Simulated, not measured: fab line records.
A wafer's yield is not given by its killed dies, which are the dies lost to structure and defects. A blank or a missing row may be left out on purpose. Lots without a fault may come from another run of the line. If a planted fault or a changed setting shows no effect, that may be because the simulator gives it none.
Comparing a struck lot with a sound one / flow n5 finfet / 38 out of 1938 route steps
Sound: these wafers, L607.1, L607.2, L607.6. Struck: wafers L620.4, L620.5, L620.6. The cause is given at the end.
Per side, at each step with rows, come the tool, then ch with its chambers, and then its first start. Under that, the readings that differ: sound wafers / struck wafers / difference of the means / sigmas: that difference in standard deviations of wafers without a fault.
alike: readings whose means differ by less than 2 such deviations, and words and numbers that are the same on both sides. not compared: withheld readings, readings that some wafer has no value for, bounds like >300 that may hide the same value, and numbers for which the record gives no deviation and whose values overlap.
The two part at a step that has a row with sigmas, a row that says differs or no value, or rows on one side only. Non-overlapping numbers with no deviation appear without sigmas and do not part them. A reading that every wafer of one side lacks parts them only if that side has two wafers or more.

first, 9 steps without rows for these wafers: N5_BEOL_M4_ANNEAL_95 (time 240 s); N5_BEOL_M4_SPUTTER_96 (material Cu, target thk 4.5 nm, time 8.29 s); N5_BEOL_M4_ECD_50 (material Cu, target thk 300 nm); N5_BEOL_M4_ANNEAL_51 (time 90 s); N5_BEOL_M4_CMP_52 (polishes, stops on SiOC, t overpolish 6.8 s, target thk 40 nm); N5_BEOL_M4_PRE_CLEAN_60 (time 15 s); N5_BEOL_M4_CO_CAP_55 (material Co, precursor CCTBA/H2, target thk 2 nm, time 102.1 s); N5_BEOL_M4_PRE_CLEAN_56 (time 15 s); N5_BEOL_M4_DEP_57 (deposits SiCN from 3MS/NH3, target thk 8 nm, time 14 s).
N5_BEOL_M4_RC_MEAS_101:
  sound on prober-02 ch 0, day 8 22:43; struck on prober-02 ch 0, day 11 17:20
  alike: DIBL_N, DIBL_P, IOFF_N, IOFF_P, ION_N, ION_P, SS_N, SS_P, VT_N, VT_P
then, 24 steps without rows for these wafers: N5_BEOL_M5_ILD_DEP_00 (deposits SiCOH lowk from DEMS/porogen, target thk 140.64 nm, time 25.9 s); N5_BEOL_M5_CURE_79 (cures SiCOH lowk, time 240 s); N5_BEOL_M5_PECVD_70 (deposits SiO2 from TEOS/O2, target thk 16 nm, time 18 s); N5_BEOL_M5_HM_DEP_02 (deposits TiN, target thk 20 nm); N5_BEOL_M5_COAT_59 (time 60 s, resist thk 60 nm); N5_BEOL_M5_COAT_60 (time 60 s, resist thk 12 nm); N5_BEOL_M5_COAT_71 (time 60 s, resist thk 5 nm); N5_BEOL_M5_COAT_05 (resist thk 30 nm); N5_BEOL_M5_EBR_07; N5_BEOL_M5_SOFTBAKE_06 (time 60 s); N5_BEOL_M5_EXPOSE_08 (exposes mask M5, target cd 28 nm); N5_BEOL_M5_PEB_09 (peb time 60 s); N5_BEOL_M5_DEVELOP_10 (develop time 30 s); N5_BEOL_M5_DESCUM_16 (chemistry O2, time 7 s); N5_BEOL_M5_ETCH_72 (etches underlayer in N2/H2, target depth 6.5 nm, time 5.2 s); N5_BEOL_M5_ETCH_61 (etches SiARC in CF4, target depth 15.6 nm, time 26 s); N5_BEOL_M5_ETCH_62 (etches SOC in N2/H2, target depth 75 nm, overetch 15 nm, time 112.5 s); N5_BEOL_M5_STRIP_63 (strips in N2/H2); N5_BEOL_M5_STRIP_73 (strips in N2/H2); N5_BEOL_M5_STRIP_64 (strips in CF4); N5_BEOL_M5_HM_OPEN_17 (chemistry Cl2/BCl3, target TiN, target depth 20 nm, overetch 6 nm); N5_BEOL_M5_STRIP_19 (strips in O2); N5_BEOL_M5_COAT_65 (time 60 s, resist thk 60 nm); N5_BEOL_M5_COAT_66 (time 60 s, resist thk 12 nm).
N5_BEOL_M8_TRENCH_ETCH_37: etches SiCOH lowk in C4F6/O2, target depth 93.478 nm, time 31.2 s.
  sound on rie diel-01 ch 2,3, day 10 12:38; struck on rie diel-01 ch 2,3, day 13 13:37
  no value came back on the struck wafers for any of 8 readings (C4F6_flow_sccm (sccm), O2_flow_sccm (sccm) and others); on the sound wafers C4F6_flow_sccm (sccm) reads 10.018 10.018 10.010
reading=model.TiN_of_BEOL_M8_HM_DEP_02.thk nm (nm); sound=17.4 17 17; struck=20.2 20 20.2; difference=+3.0; sigmas=
  not compared: rf hours counter h
N5_BEOL_M8_OCD_MEAS_38:
  sound: ocd-01 at day 10 12:48; struck: ocd-02 at day 13 13:46
reading=trench depth nm (nm); sound=96.2 92.6 96.6; struck=0.1 0.0 0.1; difference=-95.1; sigmas=-79
N5_BEOL_M8_CMP_52: polishes, stops on SiCOH lowk, t overpolish 6.9 s, target thk 80 nm.
  sound on cmp-04 ch 0,1,3, day 10 14:55; struck on cmp-02 ch 0,1, day 13 17:02
reading=model.Cu_of_BEOL_M8_ECD_50.thk nm (nm); sound=83.4 80 80.6; struck=2.2 1 0; difference=-80.3; sigmas=
  alike: edge zone pressure frac, motor current A
-- a jump in the record: the struck wafers' starts before and after are 3 days apart (it breaks off in module BEOL_M8 and resumes in module PASSIVATION, where the first step shown is number 1936 of the route) --
N5_PASSIVATION_PROBE_49:
  sound: prober-02 at day 13 16:14; struck: prober-02 at day 16 14:11
reading=defect limited yield (%); sound=93.8 93.3 91.5; struck=0 0 0; difference=-93; sigmas=-62
reading=killed_at_M4_up; sound=6 18 8; struck=1071 1086 1097; difference=+1074; sigmas=+99 or more
reading=killed dies; sound=73 79 100; struck=1180 1180 1180; difference=+1096; sigmas=+61
reading=killed on rim; sound=17 9 16; struck=152 152 152; difference=+138; sigmas=+31
reading=sort_bin_5_function (%); sound=4.0 3.5 4.8; struck=95.7 96.8 97.4; difference=+92.5; sigmas=+93
reading=sort n pass; sound=1107 1101 1080; struck=0 0 0; difference=-1096; sigmas=-61
reading=sort yield pct (%); sound=93.8 93.3 91.5; struck=0 0 0; difference=-93; sigmas=-62
  alike: killed_at_M0_to_M3, killed at contacts, killed at front end, killed at other, killed open, killed short, sort_bin_6_memory

WHERE THEY PART
First at N5_BEOL_M8_TRENCH_ETCH_37; last, within this record, at N5_PASSIVATION_PROBE_49.

WHY: what had been put in by the simulator
Whole step skipped at N5_BEOL_M8_TRENCH_ETCH_37 on rie diel-01, starting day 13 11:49. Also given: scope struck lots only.
